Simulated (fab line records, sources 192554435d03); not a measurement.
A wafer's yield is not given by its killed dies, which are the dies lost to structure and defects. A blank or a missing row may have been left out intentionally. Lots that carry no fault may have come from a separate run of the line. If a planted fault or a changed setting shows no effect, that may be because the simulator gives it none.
One fault seen from 2 desks ; flow n5 finfet ; each desk holds nothing but its own numbers, with what lay behind them at the end

## THE METROLOGY DESK
Means of the sampled wafers that have a number, per lot and without regard to the tool the lot ran on: this is what the gauges read. Any lot whose mean is over 4 standard deviations away from the usual mean is out of limits and marked OUT; that distance is given in the brackets. Of its 10 readings 7 are shown: those that lie furthest out on some lot.
Columns: A = DIBL_P at N5_BEOL_M4_RC_MEAS_101, usual 37.5 mV/V; B = IOFF_P at N5_BEOL_M4_RC_MEAS_101, usual 0.24 nA/um; C = ION_N at N5_BEOL_M4_RC_MEAS_101, usual 677 uA/um; D = ION_P at N5_BEOL_M4_RC_MEAS_101, usual 464 uA/um; E = SS_N at N5_BEOL_M4_RC_MEAS_101, usual 72.0 mV/dec; F = SS_P at N5_BEOL_M4_RC_MEAS_101, usual 73.6 mV/dec; G = VT_P at N5_BEOL_M4_RC_MEAS_101, usual -249 mV
lot;first seen here;A;B;C;D;E;F;G
L663;day 7 17:21;38.0;0.24;684;468;72.2;73.2;-248
L664;day 8 02:11;39.2;0.24;679;462;72.8;74.4;-250
L665;day 8 05:43;35.8;0.20;684;468;72.3;73.2;-252
L666;day 8 13:19;38.4;0.22;664;453;72.4;74.1;-253
L667;day 8 14:33;36.2;0.24;669;467;71.6;73.5;-247
L669;day 9 10:41;36.6;0.24;671;465;71.7;74.1;-248
L671;day 10 00:06;39.4;0.27;676;464;72.0;73.6;-246
L673;day 10 09:12;36.8;0.23;666;460;72.1;74.0;-248
L674;day 10 12:13;38.7;0.22;659;447;72.4;73.1;-253
L675;day 11 04:28;35.8;0.20;676;464;71.2;73.1;-248
L685;day 13 17:25;36.9;0.21;678;461;72.1;73.9;-252
Result from this desk: across the 11 lots, nothing is out of limits.

## TOOL OWNER'S DESK, rie si-02
The tool's own readings at N5_BEOL_M0_SAQP_ETCH_102 (etches SiO2 in CF4, target depth 4 nm, time 4.4 s): means of the sampled wafers that have a number, for each lot that ran on this tool. Any lot whose mean is over 4 standard deviations away from the usual mean is out of limits and marked OUT; that distance is given in the brackets.
Columns: A = cf4 flow sccm at N5_BEOL_M0_SAQP_ETCH_102, usual 79.99 sccm; B = drypump motor current A at N5_BEOL_M0_SAQP_ETCH_102, usual 6.0 A; C = oes product au at N5_BEOL_M0_SAQP_ETCH_102, usual 1.010 a.u.; D = rf fwd power W at N5_BEOL_M0_SAQP_ETCH_102, usual 789 W; E = throttle valve pct at N5_BEOL_M0_SAQP_ETCH_102, usual 21.9 %
lot;first seen here;A;B;C;D;E
L664;day 5 20:10;80.17;6.4;0.996;787;22.0
L666;day 6 10:19;79.97;6.0;1.006;786;21.9
L673;day 8 04:38;79.94;6.3;0.990;789;21.6
L674;day 8 09:38;80.03;6.1;1.004;789;21.5
L675;day 8 17:56;79.95;6.3;0.992;788;21.6
L685;day 11 03:35;80.19;6.0;0.846 (-9.7) OUT;784;21.7
This desk's verdict: out of limits on L685, starting with L685 at day 11 03:35 (oes product au at N5_BEOL_M0_SAQP_ETCH_102). L664, L666, L673, L674, L675: within limits.

## TAKEN TOGETHER
The tool owner's desk had the chance to raise an alarm at day 11 03:35 on L685.
Nothing out of limits was seen by the metrology desk.
The metrology desk has L685 on record, within its limits.
N5_BEOL_M0_SAQP_ETCH_102 was run on rie si-02 by each of the lots named.

## WHAT HAD BEEN PUT IN BY THE SIMULATOR
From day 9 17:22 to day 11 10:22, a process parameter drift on rie si-02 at N5_BEOL_M0_SAQP_ETCH_102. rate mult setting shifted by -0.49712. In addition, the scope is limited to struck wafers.
Struck lots among those shown: L685.
Hours from the fault's start to each desk's first reading out of limits: the tool owner's desk, 34.
